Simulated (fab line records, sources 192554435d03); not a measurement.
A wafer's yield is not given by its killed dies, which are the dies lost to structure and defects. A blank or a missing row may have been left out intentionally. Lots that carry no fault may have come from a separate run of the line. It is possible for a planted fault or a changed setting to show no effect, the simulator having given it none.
A struck lot beside a sound one :: flow n5Finfet :: 36 steps out of a route of 1938
Sound: the wafers L526.4, L526.5, L526.6. Struck: wafer L511.1. (L511.6 of the same lot was not struck and is left out.) The cause comes at the end.
At each step with rows: each side's tool, then ch and its chambers, then its first start. Under that, the readings that differ: sound wafers :: struck wafers :: difference of the means :: sigmas: that difference in standard deviations of wafers without a fault.
alike: readings whose means differ by less than 2 such deviations, and words and numbers that are the same on both sides. not compared: withheld readings, readings that some wafer has no value for, bounds like >300 that may hide the same value, and numbers for which the record gives no deviation and whose values overlap.
A row with sigmas, a row that says differs or no value, or rows on one side alone: a step with any of these is where the two part. Numbers that don't overlap but have no deviation are shown without sigmas and don't part them. Lack of a reading on every wafer of one side parts them only where that side has two or more wafers.

first, 9 steps without rows for these wafers: N5_BEOL_M14_SOFTBAKE_23 (time 60 s); N5_BEOL_M14_EXPOSE_25 (exposes mask M14, target cd 280 nm); N5_BEOL_M14_PEB_26 (peb time 90 s); N5_BEOL_M14_DEVELOP_27 (develop time 45 s); N5_BEOL_M14_HARDBAKE_32 (time 120 s); N5_BEOL_M14_DESCUM_33 (chemistry O2, time 7.9 s); N5_BEOL_M14_ETCH_67 (etches SiARC in CF4, target depth 143 nm, time 238.3 s); N5_BEOL_M14_ETCH_68 (etches SOC in N2/H2, time 450 s); N5_BEOL_M14_STRIP_69 (strips in N2/H2).
N5_BEOL_M14_TRENCH_ETCH_34: etches SiO2 in C4F8/O2/Ar, target depth 556.65 nm, time 126.9 s.
  sound on rieDiel-03 ch 0,1, day 17 22:57; struck on rieDiel-05 ch 3, day 14 03:43
reading: throttleValvePct (%)
sound: 31.35 30.95 31.35
struck: 30.48
difference: -0.74
sigmas: -3

reading: model.etch.depthNm (nm)
sound: 560.1 564.6 558.4
struck: 542.9
difference: -18.1
sigmas: 
  alike: chamberPressureMTorr, drypumpMotorCurrentA, heInnerTorr, heOuterTorr, oes_ar_750_au, oes_f_703_au, oes_o_777_au, oesProductAu, rfVppV, showerheadPlenumPTorr
  not compared: rfHoursCounterH
then, 12 steps without rows for these wafers: N5_BEOL_M14_STRIP_70 (strips in C4F8/O2/Ar); N5_BEOL_M14_STRIP_37 (strips in O2); N5_BEOL_M14_ETCH_38 (etches SiCN in CF4/N2, target depth 106.5 nm, time 120.6 s); N5_BEOL_M14_PRECLEAN_39 (cleans in residue remover, time 60 s); N5_BEOL_M14_SRD_40 (time 30 s, dry time 30 s); N5_BEOL_M14_DEGAS_41 (time 60 s); N5_BEOL_M14_PRE_CLEAN_42 (time 30 s); N5_BEOL_M14_SPUTTER_43 (material TaN, target thk 15 nm, time 24.19 s); N5_BEOL_M14_SPUTTER_44 (material Ta, target thk 15 nm, time 24.19 s); N5_BEOL_M14_SPUTTER_45 (material Cu, target thk 100 nm, time 16.67 s); N5_BEOL_M14_ECD_47 (material Cu, target thk 1248 nm); N5_BEOL_M14_ANNEAL_48 (time 90 s).
N5_BEOL_M14_CMP_49: polishes, stops on SiO2, t overpolish 5.2 s, target thk 560 nm.
  sound on cmp-02 ch 2,3, day 18 03:08; struck on cmp-01 ch 1, day 14 08:36
reading: model.Cu_of_BEOL_M14_ECD_47.thkNm (nm)
sound: 563.6 568.2 561.4
struck: 547
difference: -17
sigmas: 
  alike: barrierFieldEndpointS, motorCurrentA, overpolishRunS, timeToEndpointS
then, 11 steps without rows for these wafers: N5_BEOL_M14_PRE_CLEAN_52 (time 15 s); N5_BEOL_M14_DEP_53 (deposits SiCN from 3MS/NH3, target thk 50 nm, time 17.8 s); N5_BEOL_M15_ILD_DEP_00 (deposits SiO2 from TEOS/O2, target thk 1629.3 nm, time 346.1 s); N5_BEOL_M15_COAT_58 (time 60 s, resist thk 89 nm); N5_BEOL_M15_COAT_04 (resist thk 800 nm); N5_BEOL_M15_EBR_06; N5_BEOL_M15_SOFTBAKE_05 (time 60 s); N5_BEOL_M15_EXPOSE_07 (exposes mask V14); N5_BEOL_M15_PEB_08 (peb time 90 s); N5_BEOL_M15_DEVELOP_09 (develop time 45 s); N5_BEOL_M15_HARDBAKE_14 (time 120 s).
N5_BEOL_M15_RC_MEAS_101:
  sound on prober-01 ch 0, day 18 11:34; struck on prober-01 ch 0, day 14 15:43
reading: COMB_M11 (S/m)
sound: 1.3e-11 1.6e-11 1.6e-11
struck: 2.8e-11
difference: +1.3e-11
sigmas: +4

reading: COMB_M13 (S/m)
sound: 4.5e-12 4.8e-12 4.6e-12
struck: 7.6e-12
difference: +3.0e-12
sigmas: +2

reading: COMB_M13_max_site (S/m)
sound: 6.1e-12 6e-12 7e-12
struck: 1.19e-11
difference: +5.53e-12
sigmas: +3

reading: SERP_M10 (ohm/um)
sound: 3.16 3.11 3.09
struck: 2.88
difference: -0.24
sigmas: -3

reading: SERP_M14 (ohm/um)
sound: 0.162 0.158 0.162
struck: 0.169
difference: +0.008
sigmas: +2

reading: SERP_M14_max_site (ohm/um)
sound: 0.163 0.160 0.164
struck: 0.171
difference: +0.009
sigmas: +2
  alike: COMB_M10, COMB_M12, COMB_M14, COMB_M15, COMB_M5, COMB_M6, COMB_M6_max_site, COMB_M7, COMB_M8, COMB_M9, SERP_M11, SERP_M12, SERP_M13, SERP_M13_max_site, SERP_M5, SERP_M6, SERP_M7, SERP_M8, SERP_M9
N5_PASSIVATION_PROBE_49:
  only the struck wafers here have rows in the record (prober-01, day 15 05:44); the sound ones have none

WHERE THEY PART
At N5_BEOL_M14_TRENCH_ETCH_34 first; at N5_PASSIVATION_PROBE_49 last (within this record only).

WHY: what the simulator had put in
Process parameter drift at N5_BEOL_M14_TRENCH_ETCH_34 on rieDiel-05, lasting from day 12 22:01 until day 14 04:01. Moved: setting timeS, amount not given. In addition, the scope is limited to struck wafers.
